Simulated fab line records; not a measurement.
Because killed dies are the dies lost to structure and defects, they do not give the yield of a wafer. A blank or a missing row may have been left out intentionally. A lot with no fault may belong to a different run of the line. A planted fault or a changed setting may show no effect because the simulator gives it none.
Chamber matching	flow n5-finfet	rie-diel-03 running N5_GATE_CUT_STRIP_59: 4 sister chambers
The step strips in N2/H2, time 20 s. 16 wafers are shown with their chamber, then 8 later ones without.

== EACH WAFER AND ITS CHAMBER ==
wafer	chamber	showerhead-plenum-p-Torr (Torr)	throttle-valve-pct (%)	drypump-motor-current-A (A)
L078.1	2	3.51	12.34	5.7
L078.2	3	3.37	12.42	5.9
L078.6	0	3.58	12.15	5.7
L083.4	3	3.36	12.47	5.9
L083.5	3	3.36	12.47	5.9
L083.6	2	3.50	12.36	5.7
L084.2	1	3.39	11.96	5.3
L084.3	0	3.57	12.18	5.8
L084.4	3	3.36	12.47	5.9
L090.3	0	3.57	12.19	5.8
L090.4	3	3.36	12.49	6.0
L090.6	3	3.35	12.48	6.0
L091.2	3	3.35	12.50	5.9
L091.4	2	3.49	12.43	5.7
L091.5	1	3.38	11.99	5.4
L095.1	0	3.56	12.25	5.8

SIGNATURES (averages over the wafers above)
reading	chamber 0	chamber 1	chamber 2	chamber 3	scatter within a chamber
showerhead-plenum-p-Torr	3.5700	3.3850	3.5000	3.3586	0.00783
throttle-valve-pct	12.1925	11.9750	12.3767	12.4714	0.0343
drypump-motor-current-A	5.775	5.350	5.700	5.929	0.0472
Rule: for a wafer and a chamber, the distance is found by dividing, reading by reading, the gap between the wafer's reading and the chamber's mean by the reading's scatter, squaring, summing and taking the root. If the next closest chamber is less than 2 further off than the closest, the wafer can't be placed; otherwise it belongs to the closest. The scatter is the square root of a quotient: the sum, over the shown wafers, of each reading's squared deviation from its chamber's mean, divided by wafers minus chambers.

== WAFERS WITH NO CHAMBER GIVEN ==
wafer	showerhead-plenum-p-Torr (Torr)	throttle-valve-pct (%)	drypump-motor-current-A (A)
L095.3	3.35	12.52	5.9
L095.5	3.35	12.51	5.9
L096.1	3.38	12.01	5.4
L096.2	3.35	12.51	5.9
L096.5	3.56	12.25	5.8
L097.1	3.35	12.51	5.9
L097.2	3.38	12.01	5.4
L097.4	3.56	12.24	5.8

== WHICH CHAMBER EACH WENT THROUGH ==
wafer	from the rows above	in truth
L095.3	3	3
L095.5	3	3
L096.1	1	1
L096.2	3	3
L096.5	0	0
L097.1	3	3
L097.2	1	1
L097.4	0	0
Correctly placed: 8 of 8. Not placeable from these rows: 0. Wrongly placed: 0.
